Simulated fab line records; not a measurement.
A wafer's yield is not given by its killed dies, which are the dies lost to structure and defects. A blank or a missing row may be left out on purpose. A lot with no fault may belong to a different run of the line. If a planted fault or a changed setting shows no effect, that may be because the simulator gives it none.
fab line records + flow nandHarc
[record]
- lots = 6
- wafers = 14
- lastDay = 24
route steps=1159 shown A_STAIRCASE@583 END@1159
lots that met no fault: taken from a fault-free run of the same line
startH: hours from the record's first day to the start of the lot's first wafer shown + waitH: hours since the lot's step before + " same as the row above + L1.1+2: several wafers, shown together as one row + - no value present, or no start provided + * or withheld: withheld + < > ~ a bound
route shown NAME@n: names a module that has steps shown in the file, with the first one's number in the route + usual: average and standard deviation across the fault-free wafers + same: alike in all rows + chamber/n: place in a boat + sites: readings site by site + _std_site: the values' standard deviation + _edge_site: the outer-site mean with the inner-site mean subtracted + radiusMm: for every site, how far away it sits from the centre of the wafer + mask NAME#n: copy n + behind: tool/chamber where the wafer was last shaped + hold: cause of the lot's hold/its duration in hours/its outcome + device: whichever transistor did not switch (one of n, p or np) + end of line: the same wafers' tests at the end of the route + where a step has no rows: the recipe by itself + killed: count of dies lost to structure and defects at first sort (not the wafer's yield) + map: shows each die of a wafer: x if killed, . if not, _ if none is there
set.NAME: the setting as run; set.NAME@STEP: as run at that earlier step + model.NAME: the simulator's own value behind a step, which no gauge read
a table for each step, a row for each wafer; lots at some steps of the route
services: the hour from which a tool's chamber was out of use, counted from the record's first day as startH (under 0 if before that day), plus the number of hours and why
[[steps]]
[step NHARC_A_STAIRCASE_TRIM_189]
[recipe]
- timeS = 211.2
- o2FlowSccm = 500
- arFlowSccm = 0
- biasW = 0
- chemistry = O2
[usual]
- drypumpMotorCurrentA = 5.8/0.44
- oesProductAu = 0.995/0.011
- rfVppV = 57.6/0.88
- showerheadPlenumPTorr = 3.50/0.11
- throttleValvePct = 17.036/0.01
| lot.wafer | tool       | chamber | startH | waitH | drypumpMotorCurrentA | oesProductAu | rfHoursCounterH | rfVppV | showerheadPlenumPTorr | throttleValvePct |
|-----------|------------|---------|--------|-------|----------------------|--------------|-----------------|--------|-----------------------|------------------|
| L643.1    | rieDiel-01 | 2       | -      | -     | 5.9                  | 0.994        | 40              | 57.4   | 3.49                  | 17.037           |
| L643.3    | "          | 0       | "      | "     | 6.6                  | 0.982        | 42              | 58.6   | 3.45                  | 17.051           |
| L643.4    | "          | 1       | "      | "     | 5.7                  | 1.013        | -               | 57.9   | 3.63                  | 17.045           |
| L641.4    | rieDiel-08 | 3       | -      | -     | 5.3                  | 0.979        | 53              | 58.4   | 3.63                  | 17.038           |
| L641.1    | "          | 0       | "      | "     | 6.1                  | 0.991        | 45              | 58.3   | 3.35                  | 17.049           |
| L641.3    | "          | 1       | "      | "     | 5.1                  | 0.993        | 50              | 57.0   | 3.44                  | 17.038           |
| L652.4    | rieDiel-08 | 3       | -      | -     | 5.3                  | 0.985        | -               | 58.9   | 3.62                  | 17.033           |
| L650.6    | rieDiel-02 | 2       | -      | -     | 5.9                  | 0.996        | -               | 56.7   | 3.38                  | 17.016           |
| L660.2    | rieDiel-01 | 3       | -      | -     | 5.5                  | 0.981        | 18              | 57.9   | 3.32                  | 17.046           |
| L660.1    | "          | 2       | "      | "     | 5.9                  | 0.984        | 17              | 56.4   | 3.46                  | 17.048           |
| L660.6    | "          | 3       | "      | "     | 5.5                  | 0.982        | -               | 57.5   | 3.32                  | 17.021           |
| L658.2    | rieDiel-08 | 3       | -      | -     | 5.3                  | 0.995        | 30              | 58.8   | 3.60                  | 17.037           |
| L658.4    | "          | 1       | "      | "     | 5.1                  | 0.997        | 26              | 57.8   | 3.42                  | 17.029           |
| L658.5    | "          | 2       | "      | "     | 5.9                  | 0.996        | -               | 57.9   | 3.61                  | 17.031           |
[step NHARC_A_STAIRCASE_ETCH_190]
[recipe]
- targetDepthA = 1000
- timeS = 40.5
- ionEnergyEv = 400
- c4f8FlowSccm = 20
- o2FlowSccm = 10
- arFlowSccm = withheld
- rfW = 600
- biasW = 1000
- chemistry = C4F8/O2
[step NHARC_A_STAIRCASE_TRIM_191]
[recipe]
- timeS = 211.2
- o2FlowSccm = 500
- arFlowSccm = 0
- biasW = 0
- chemistry = O2
[step NHARC_A_STAIRCASE_ETCH_192]
[recipe]
- targetDepthA = 1000
- timeS = 40.5
- ionEnergyEv = 400
- c4f8FlowSccm = 20
- o2FlowSccm = 10
- arFlowSccm = withheld
- rfW = 600
- biasW = 1000
- chemistry = C4F8/O2
[step NHARC_A_STAIRCASE_TRIM_193]
[recipe]
- timeS = 211.2
- o2FlowSccm = 500
- arFlowSccm = 0
- biasW = 0
- chemistry = O2
[step NHARC_A_STAIRCASE_ETCH_194]
[recipe]
- targetDepthA = 1000
- timeS = 40.5
- ionEnergyEv = 400
- c4f8FlowSccm = 20
- o2FlowSccm = 10
- arFlowSccm = withheld
- rfW = 600
- biasW = 1000
- chemistry = C4F8/O2
[step NHARC_A_STAIRCASE_TRIM_196]
[recipe]
- timeS = 211.2
- o2FlowSccm = 500
- arFlowSccm = 0
- biasW = 0
- chemistry = O2
[step NHARC_A_STAIRCASE_ETCH_197]
[recipe]
- targetDepthA = 1000
- timeS = 40.5
- ionEnergyEv = 400
- c4f8FlowSccm = 20
- o2FlowSccm = 10
- arFlowSccm = withheld
- rfW = 600
- biasW = 1000
- chemistry = C4F8/O2
[usual]
- oesProductAu = 0.940/0.019
- rfVppV = 895/4.1
| lot.wafer | tool       | chamber | startH | waitH | oesProductAu | rfHoursCounterH | rfVppV |
|-----------|------------|---------|--------|-------|--------------|-----------------|--------|
| L643.1    | rieDiel-01 | 2       | -      | -     | 0.932        | 40              | 894    |
| L643.3    | "          | 1       | "      | "     | 0.940        | 41              | 899    |
| L643.4    | "          | 1       | "      | "     | 0.935        | -               | 900    |
| L641.3    | rieDiel-02 | 1       | -      | -     | 0.952        | 42              | 899    |
| L641.4    | "          | 3       | "      | "     | 0.966        | 42              | 896    |
| L641.1    | "          | 0       | "      | "     | 0.991        | 43              | 895    |
| L652.4    | rieDiel-02 | 3       | -      | -     | 0.960        | 60              | 896    |
| L650.6    | rieDiel-02 | 2       | -      | -     | 0.936        | -               | 889    |
| L660.2    | rieDiel-08 | 2       | -      | -     | 0.928        | 29              | 900    |
| L660.1    | "          | 3       | "      | "     | 0.910        | 30              | 898    |
| L660.6    | "          | 1       | "      | "     | 0.932        | -               | 893    |
| L658.2    | rieDiel-01 | 0       | -      | -     | 0.964        | 20              | 893    |
| L658.4    | "          | 2       | "      | "     | 0.964        | 18              | 893    |
| L658.5    | "          | 3       | "      | "     | 0.947        | -               | 889    |
[step NHARC_A_STAIRCASE_TRIM_198]
[recipe]
- timeS = 211.2
- o2FlowSccm = 500
- arFlowSccm = 0
- biasW = 0
- chemistry = O2
[usual]
- drypumpMotorCurrentA = 5.8/0.43
- oesProductAu = 1.001/0.01
- rfVppV = 57.5/0.9
- showerheadPlenumPTorr = 3.50/0.11
- throttleValvePct = 17.036/0.0093
| lot.wafer | tool       | chamber | startH | waitH | drypumpMotorCurrentA | oesProductAu | rfHoursCounterH | rfVppV | showerheadPlenumPTorr | throttleValvePct |
|-----------|------------|---------|--------|-------|----------------------|--------------|-----------------|--------|-----------------------|------------------|
| L643.3    | rieDiel-01 | 1       | -      | -     | 5.7                  | 0.997        | 42              | 58.5   | 3.63                  | 17.039           |
| L643.1    | "          | 2       | "      | "     | 5.9                  | 0.986        | 40              | 56.0   | 3.48                  | 17.021           |
| L643.4    | "          | 0       | "      | "     | 6.6                  | 0.982        | -               | 56.4   | 3.45                  | 17.026           |
| L641.3    | rieDiel-02 | 3       | -      | -     | 6.2                  | 1.022        | 42              | 58.0   | 3.53                  | 17.049           |
| L641.1    | "          | 0       | "      | "     | 5.1                  | 1.029        | 43              | 58.2   | 3.55                  | 17.043           |
| L641.4    | "          | 1       | "      | "     | 6.0                  | 1.001        | 42              | 57.6   | 3.65                  | 17.037           |
| L652.4    | rieDiel-02 | 2       | -      | -     | 5.9                  | 1.001        | 62              | 57.7   | 3.38                  | 17.036           |
| L650.6    | rieDiel-02 | 2       | -      | -     | 5.9                  | 0.996        | -               | 57.4   | 3.38                  | 17.040           |
| L660.1    | rieDiel-08 | 3       | -      | -     | 5.3                  | 1.000        | 30              | 58.7   | 3.60                  | 17.036           |
| L660.2    | "          | 0       | "      | "     | 6.1                  | 1.002        | 22              | 56.8   | 3.33                  | 17.044           |
| L660.6    | "          | 2       | "      | "     | 5.9                  | 1.013        | -               | 57.5   | 3.61                  | 17.042           |
| L658.2    | rieDiel-01 | 1       | -      | -     | 5.7                  | 1.021        | 19              | 58.2   | 3.61                  | 17.037           |
| L658.4    | "          | 2       | "      | "     | 5.9                  | 0.992        | 18              | 55.7   | 3.46                  | 17.030           |
| L658.5    | "          | 0       | "      | "     | 6.6                  | 1.004        | -               | 56.8   | 3.43                  | 17.030           |
[step NHARC_A_STAIRCASE_ETCH_199]
[recipe]
- targetDepthA = 1000
- timeS = 40.5
- ionEnergyEv = 400
- c4f8FlowSccm = 20
- o2FlowSccm = 10
- arFlowSccm = withheld
- rfW = 600
- biasW = 1000
- chemistry = C4F8/O2
[step NHARC_A_STAIRCASE_TRIM_200]
[recipe]
- timeS = 211.2
- o2FlowSccm = 500
- arFlowSccm = 0
- biasW = 0
- chemistry = O2
[usual]
- drypumpMotorCurrentA = 5.8/0.44
- oesProductAu = 0.997/0.012
- rfVppV = 57.7/0.82
- showerheadPlenumPTorr = 3.50/0.11
- throttleValvePct = 17.037/0.0094
| lot.wafer | tool       | chamber | startH | waitH | drypumpMotorCurrentA | oesProductAu | rfHoursCounterH | rfVppV | showerheadPlenumPTorr | throttleValvePct |
|-----------|------------|---------|--------|-------|----------------------|--------------|-----------------|--------|-----------------------|------------------|
| L643.1    | rieDiel-01 | 0       | -      | -     | 6.6                  | 0.982        | 43              | 58.0   | 3.45                  | 17.038           |
| L643.3    | "          | 1       | "      | "     | 5.7                  | 1.012        | 42              | 58.3   | 3.63                  | 17.054           |
| L643.4    | "          | 1       | "      | "     | 5.7                  | 1.000        | -               | 57.3   | 3.63                  | 17.023           |
| L641.3    | rieDiel-02 | 2       | -      | -     | 5.9                  | 0.992        | 42              | 57.6   | 3.39                  | 17.032           |
| L641.1    | "          | 3       | "      | "     | 6.2                  | 1.020        | 43              | 57.1   | 3.53                  | 17.033           |
| L641.4    | "          | 0       | "      | "     | 5.0                  | 1.019        | 43              | 56.8   | 3.55                  | 17.051           |
| L652.4    | rieDiel-02 | 0       | -      | -     | 5.1                  | 1.009        | 62              | 58.9   | 3.53                  | 17.043           |
| L650.6    | rieDiel-02 | 0       | -      | -     | 5.1                  | 1.015        | -               | 59.2   | 3.53                  | 17.042           |
| L660.2    | rieDiel-08 | 2       | -      | -     | 5.9                  | 1.009        | 29              | 58.4   | 3.61                  | 17.043           |
| L660.1    | "          | 3       | "      | "     | 5.3                  | 0.998        | 30              | 57.2   | 3.60                  | 17.034           |
| L660.6    | "          | 0       | "      | "     | 6.1                  | 1.008        | -               | 57.4   | 3.33                  | 17.052           |
| L658.2    | rieDiel-01 | 1       | -      | -     | 5.7                  | 1.017        | 19              | 55.5   | 3.61                  | 17.048           |
| L658.4    | "          | 2       | "      | "     | 5.9                  | 0.987        | 18              | 58.3   | 3.46                  | 17.034           |
| L658.5    | "          | 0       | "      | "     | 6.6                  | 1.010        | -               | 56.4   | 3.43                  | 17.041           |
[step NHARC_A_STAIRCASE_ETCH_201]
[recipe]
- targetDepthA = 1000
- timeS = 40.5
- ionEnergyEv = 400
- c4f8FlowSccm = 20
- o2FlowSccm = 10
- arFlowSccm = withheld
- rfW = 600
- biasW = 1000
- chemistry = C4F8/O2
[usual]
- oesProductAu = 0.941/0.017
- rfVppV = 895/4
| lot.wafer | tool       | chamber | startH | waitH | oesProductAu | rfHoursCounterH | rfVppV |
|-----------|------------|---------|--------|-------|--------------|-----------------|--------|
| L643.1    | rieDiel-01 | 1       | 261.43 | -     | 0.940        | 42              | 899    |
| L643.3    | "          | 0       | "      | "     | 0.916        | 43              | 892    |
| L643.4    | "          | 2       | "      | "     | 0.918        | -               | 895    |
| L641.4    | rieDiel-02 | 3       | 267.21 | -     | 0.968        | 43              | 896    |
| L641.1    | "          | 0       | "      | "     | 0.963        | 43              | 897    |
| L641.3    | "          | 1       | "      | "     | 0.949        | 43              | 901    |
| L652.4    | rieDiel-02 | 0       | 325.01 | -     | 0.762        | 62              | 895    |
| L650.6    | rieDiel-02 | 0       | 328.27 | -     | 0.749        | -               | 896    |
| L660.1    | rieDiel-08 | 0       | 362.69 | -     | 0.923        | 22              | 888    |
| L660.2    | "          | 1       | "      | "     | 0.917        | 26              | 891    |
| L660.6    | "          | 2       | "      | "     | 0.930        | -               | 899    |
| L658.2    | rieDiel-01 | 3       | 363.72 | -     | 0.924        | 19              | 888    |
| L658.4    | "          | 2       | "      | "     | 0.943        | 18              | 893    |
| L658.5    | "          | 0       | "      | "     | 0.940        | -               | 894    |
[step NHARC_A_STAIRCASE_TRIM_202]
[recipe]
- timeS = 211.2
- o2FlowSccm = 500
- arFlowSccm = 0
- biasW = 0
- chemistry = O2
[usual]
- drypumpMotorCurrentA = 5.8/0.44
- oesProductAu = 1.000/0.011
- rfVppV = 57.7/0.86
- showerheadPlenumPTorr = 3.50/0.1
- throttleValvePct = 17.037/0.009
| lot.wafer | tool       | chamber | startH | waitH | drypumpMotorCurrentA | oesProductAu | rfHoursCounterH | rfVppV | showerheadPlenumPTorr | throttleValvePct |
|-----------|------------|---------|--------|-------|----------------------|--------------|-----------------|--------|-----------------------|------------------|
| L643.1    | rieDiel-01 | 1       | -      | -     | 5.7                  | 1.007        | 43              | 58.3   | 3.63                  | 17.034           |
| L643.3    | "          | 2       | "      | "     | 5.9                  | 0.986        | 41              | 57.1   | 3.48                  | 17.034           |
| L643.4    | "          | 1       | "      | "     | 5.7                  | 1.015        | -               | 57.7   | 3.63                  | 17.050           |
| L641.1    | rieDiel-02 | 0       | -      | -     | 5.1                  | 1.021        | 43              | 59.4   | 3.55                  | 17.035           |
| L641.4    | "          | 1       | "      | "     | 6.0                  | 1.000        | 43              | 57.8   | 3.65                  | 17.038           |
| L641.3    | "          | 3       | "      | "     | 6.2                  | 1.027        | 43              | 58.0   | 3.53                  | 17.037           |
| L652.4    | rieDiel-02 | 2       | -      | -     | 5.9                  | 0.997        | 62              | 58.3   | 3.38                  | 17.035           |
| L650.6    | rieDiel-02 | 0       | -      | -     | 5.1                  | 1.012        | -               | 57.8   | 3.53                  | 17.026           |
| L660.1    | rieDiel-08 | 0       | -      | -     | 6.1                  | 0.997        | 22              | 57.7   | 3.33                  | 17.035           |
| L660.2    | "          | 3       | "      | "     | 5.3                  | 0.994        | 30              | 59.1   | 3.60                  | 17.042           |
| L660.6    | "          | 0       | "      | "     | 6.1                  | 1.000        | -               | 58.2   | 3.33                  | 17.045           |
| L658.2    | rieDiel-01 | 0       | -      | -     | 6.5                  | 1.002        | 20              | 57.6   | 3.43                  | 17.022           |
| L658.4    | "          | 3       | "      | "     | 5.5                  | 0.975        | 19              | 59.0   | 3.32                  | 17.025           |
| L658.5    | "          | 0       | "      | "     | 6.6                  | 0.986        | -               | 57.6   | 3.43                  | 17.025           |
[step NHARC_END_SORT_01]
[recipe]
- tempC = 25
[usual]
- killedAtArray = 26/9.1
- killedAtOther = 0.7/0.9
- killedAtPeriphery = 3.6/2.8
- killedDies = 30/9.2
- killedOpen = 3.0/1.9
- killedShort = 2.0/1.4
[same]
- grossDies = 677
| lot.wafer | tool      | chamber | startH | waitH | killedAtArray | killedAtOther | killedAtPeriphery | killedDies | killedOpen | killedShort |
|-----------|-----------|---------|--------|-------|---------------|---------------|-------------------|------------|------------|-------------|
| L652.4    | prober-02 | 0       | 514.85 | 3.5   | 675           | 0             | 2                 | 677        | 2          | 1           |
| L650.6    | prober-02 | 0       | 541.38 | 4.0   | 674           | 1             | 2                 | 677        | 7          | 2           |
// killed by level:class
L652.4 A_STAIRCASE:areaEtch=647 A_CHANNEL_HOLE_D1:chamberFilmFlake=12 A_CONTACT:chamberFilmFlake=9 A_STAIRCASE:chamberFilmFlake=3 P_GATE:geometricParticle:open=1 A_SOURCE_PLATE:geometricParticle:open=1 A_CONTACT:geometricParticle:short=1 P_GATE:chamberFilmFlake=1
L650.6 A_STAIRCASE:areaEtch=642 A_CHANNEL_HOLE_D1:chamberFilmFlake=10 A_SLIT:chamberFilmFlake=9 A_STAIRCASE:chamberFilmFlake=3 A_M0:geometricParticle:open=2 A_CONTACT:chamberFilmFlake=2 P_M0:geometricParticle:open=1 P_M2:geometricParticle:open=1
// map L650.6 (x killed, . not)
____________x____________
_________xxxxxxx_________
_______xxxxxxxxxxx_______
______xxxxxxxxxxxxx______
_____xxxxxxxxxxxxxxx_____
____xxxxxxxxxxxxxxxxx____
____xxxxxxxxxxxxxxxxx____
___xxxxxxxxxxxxxxxxxxx___
___xxxxxxxxxxxxxxxxxxx___
__xxxxxxxxxxxxxxxxxxxxx__
__xxxxxxxxxxxxxxxxxxxxx__
_xxxxxxxxxxxxxxxxxxxxxxx_
_xxxxxxxxxxxxxxxxxxxxxxx_
_xxxxxxxxxxxxxxxxxxxxxxx_
_xxxxxxxxxxxxxxxxxxxxxxx_
_xxxxxxxxxxxxxxxxxxxxxxx_
xxxxxxxxxxxxxxxxxxxxxxxxx
xxxxxxxxxxxxxxxxxxxxxxxxx
xxxxxxxxxxxxxxxxxxxxxxxxx
xxxxxxxxxxxxxxxxxxxxxxxxx
xxxxxxxxxxxxxxxxxxxxxxxxx
_xxxxxxxxxxxxxxxxxxxxxxx_
_xxxxxxxxxxxxxxxxxxxxxxx_
_xxxxxxxxxxxxxxxxxxxxxxx_
_xxxxxxxxxxxxxxxxxxxxxxx_
_xxxxxxxxxxxxxxxxxxxxxxx_
__xxxxxxxxxxxxxxxxxxxxx__
__xxxxxxxxxxxxxxxxxxxxx__
___xxxxxxxxxxxxxxxxxxx___
___xxxxxxxxxxxxxxxxxxx___
____xxxxxxxxxxxxxxxxx____
____xxxxxxxxxxxxxxxxx____
_____xxxxxxxxxxxxxxx_____
______xxxxxxxxxxxxx______
_______xxxxxxxxxxx_______
_________xxxxxxx_________
____________x____________
// map L652.4 (x killed, . not)
____________x____________
_________xxxxxxx_________
_______xxxxxxxxxxx_______
______xxxxxxxxxxxxx______
_____xxxxxxxxxxxxxxx_____
____xxxxxxxxxxxxxxxxx____
____xxxxxxxxxxxxxxxxx____
___xxxxxxxxxxxxxxxxxxx___
___xxxxxxxxxxxxxxxxxxx___
__xxxxxxxxxxxxxxxxxxxxx__
__xxxxxxxxxxxxxxxxxxxxx__
_xxxxxxxxxxxxxxxxxxxxxxx_
_xxxxxxxxxxxxxxxxxxxxxxx_
_xxxxxxxxxxxxxxxxxxxxxxx_
_xxxxxxxxxxxxxxxxxxxxxxx_
_xxxxxxxxxxxxxxxxxxxxxxx_
xxxxxxxxxxxxxxxxxxxxxxxxx
xxxxxxxxxxxxxxxxxxxxxxxxx
xxxxxxxxxxxxxxxxxxxxxxxxx
xxxxxxxxxxxxxxxxxxxxxxxxx
xxxxxxxxxxxxxxxxxxxxxxxxx
_xxxxxxxxxxxxxxxxxxxxxxx_
_xxxxxxxxxxxxxxxxxxxxxxx_
_xxxxxxxxxxxxxxxxxxxxxxx_
_xxxxxxxxxxxxxxxxxxxxxxx_
_xxxxxxxxxxxxxxxxxxxxxxx_
__xxxxxxxxxxxxxxxxxxxxx__
__xxxxxxxxxxxxxxxxxxxxx__
___xxxxxxxxxxxxxxxxxxx___
___xxxxxxxxxxxxxxxxxxx___
____xxxxxxxxxxxxxxxxx____
____xxxxxxxxxxxxxxxxx____
_____xxxxxxxxxxxxxxx_____
______xxxxxxxxxxxxx______
_______xxxxxxxxxxx_______
_________xxxxxxx_________
____________x____________
[[services]]
| tool       | chamber | startH | hours | kind      |
|------------|---------|--------|-------|-----------|
| rieDiel-08 | 0       | 240.17 | 12.9  | repair    |
| rieDiel-01 | 0       | 246.31 | -     | clean     |
| rieDiel-01 | 1       | 246.31 | -     | clean     |
| rieDiel-01 | 2       | 246.31 | -     | clean     |
| rieDiel-01 | 3       | 246.31 | -     | clean     |
| rieDiel-01 | 3       | 256.86 | 8.8   | repair    |
| rieDiel-02 | 3       | 267.86 | 7.5   | repair    |
| rieDiel-01 | 0       | 270.81 | -     | clean     |
| rieDiel-01 | 1       | 270.81 | -     | clean     |
| rieDiel-01 | 2       | 270.81 | -     | clean     |
| rieDiel-01 | 3       | 270.81 | -     | clean     |
| rieDiel-01 | 0       | 295.39 | -     | clean     |
| rieDiel-01 | 1       | 295.39 | -     | clean     |
| rieDiel-01 | 2       | 295.39 | -     | clean     |
| rieDiel-01 | 3       | 295.39 | -     | clean     |
| rieDiel-08 | -       | 301.82 | 9.0   | pm        |
| rieDiel-01 | -       | 314.97 | 9.0   | pm        |
| rieDiel-01 | 0       | 314.97 | 9.0   | ventCycle |
| rieDiel-01 | 1       | 314.97 | 9.0   | ventCycle |
| rieDiel-01 | 2       | 314.97 | 9.0   | ventCycle |
| rieDiel-08 | 0       | 318.40 | 14.4  | repair    |
| rieDiel-02 | -       | 328.58 | 9.0   | pm        |
| rieDiel-08 | 1       | 331.54 | 11.2  | repair    |
| rieDiel-02 | 0       | 337.94 | 7.0   | repair    |
[[key]]
[firstSign]
- step = NHARC_A_STAIRCASE_ETCH_201
- reading = oesProductAu
- direction = down
- sigmas = 11
- usual = 0.941
- struck = 0.756
[effect]
- step = NHARC_END_SORT_01
- reading = killedAtArray
- direction = up
- sigmas = 71
- usual = 26
- struck = 674
[moreKillsBornAt]
- NHARC_A_STAIRCASE_ETCH_201@rieDiel-02 = 1289
metAt NHARC_A_STAIRCASE_ETCH_201
struckWafers L650.6,L652.4
laterRowsLeftOut L650.6,L652.4
testerLeftOut L650,L652
onsetBetween 267.21 325.01
[earlierFault]
- kind = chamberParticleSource
- tool = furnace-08
- chamber = 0
- onsetH = 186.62
- steps = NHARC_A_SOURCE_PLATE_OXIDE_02
- ratePerVisitCm2 = 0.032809
- endH = 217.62
[fault]
- kind = processParameterDrift
- tool = rieDiel-02
- chamber = 0
- onsetH = 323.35
- steps = NHARC_A_STAIRCASE_ETCH_201
- channel = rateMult
- offset = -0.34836
- shape = step
- endH = 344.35
// testerLeftOut: of these lots the tester's yield and bins aren't shown, on N5 and GAA mostly nor the transistor test; their killed dies are dies lost to structure and defects alone, not to doping, threshold or leakage, so they don't give the yield
// laterRowsLeftOut: the simulator's readings of these wafers behind a module that went badly wrong aren't trusted and aren't shown, but for the sort
